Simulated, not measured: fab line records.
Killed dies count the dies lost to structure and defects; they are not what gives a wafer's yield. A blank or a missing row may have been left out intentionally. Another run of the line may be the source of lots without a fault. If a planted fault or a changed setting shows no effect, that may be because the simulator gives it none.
Matching of chambers / flow nand-harc / NHARC_A_STAIRCASE_CMP_450 on cmp-03: 4 sister chambers
The step polishes SiO2, target thk 200 nm. 8 wafers are shown with their chamber, then 8 later ones without.

## WAFERS WITH THEIR CHAMBER
wafer=L080.4; chamber=2; motor-current-A (A)=11.3
wafer=L083.1; chamber=0; motor-current-A (A)=10.8
wafer=L085.5; chamber=3; motor-current-A (A)=12.5
wafer=L085.6; chamber=2; motor-current-A (A)=11.2
wafer=L086.1; chamber=0; motor-current-A (A)=10.6
wafer=L086.2; chamber=1; motor-current-A (A)=10.3
wafer=L086.3; chamber=3; motor-current-A (A)=12.6
wafer=L090.4; chamber=1; motor-current-A (A)=11.1

## WAFERS WITH NO CHAMBER GIVEN
wafer=L090.5; motor-current-A (A)=12.7
wafer=L090.6; motor-current-A (A)=11.2
wafer=L087.1; motor-current-A (A)=11.0
wafer=L087.4; motor-current-A (A)=11.1
wafer=L087.6; motor-current-A (A)=11.1
wafer=L095.1; motor-current-A (A)=10.5
wafer=L095.2; motor-current-A (A)=12.6
wafer=L095.4; motor-current-A (A)=11.5

## WHICH CHAMBER EACH ONE RAN IN
wafer=L090.5; from the rows above=3; in truth=3
wafer=L090.6; from the rows above=can't be placed: 2 or 0 or 1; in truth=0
wafer=L087.1; from the rows above=can't be placed: 2 or 0 or 1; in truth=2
wafer=L087.4; from the rows above=can't be placed: 2 or 0 or 1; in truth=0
wafer=L087.6; from the rows above=can't be placed: 2 or 0 or 1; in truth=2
wafer=L095.1; from the rows above=can't be placed: 0 or 1 or 2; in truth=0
wafer=L095.2; from the rows above=3; in truth=3
wafer=L095.4; from the rows above=can't be placed: 2 or 0 or 1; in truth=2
2 of 8 placed correctly. Unplaceable from these rows: 6, with the true chamber sitting among the candidates in 6. 0 placed wrongly.
How it was worked out, from the rows above alone: a wafer's distance from a chamber is the root of the sum, over the readings, of the square of ((its reading less the chamber's mean) divided by the reading's scatter). The wafer belongs to the nearest chamber; if the next one is less than 2 further off, it can't be placed. The mean given for a chamber averages the wafers shown for that chamber. The scatter is the square root of a quotient: the sum, over the shown wafers, of each reading's squared deviation from its chamber's mean, divided by wafers minus chambers.
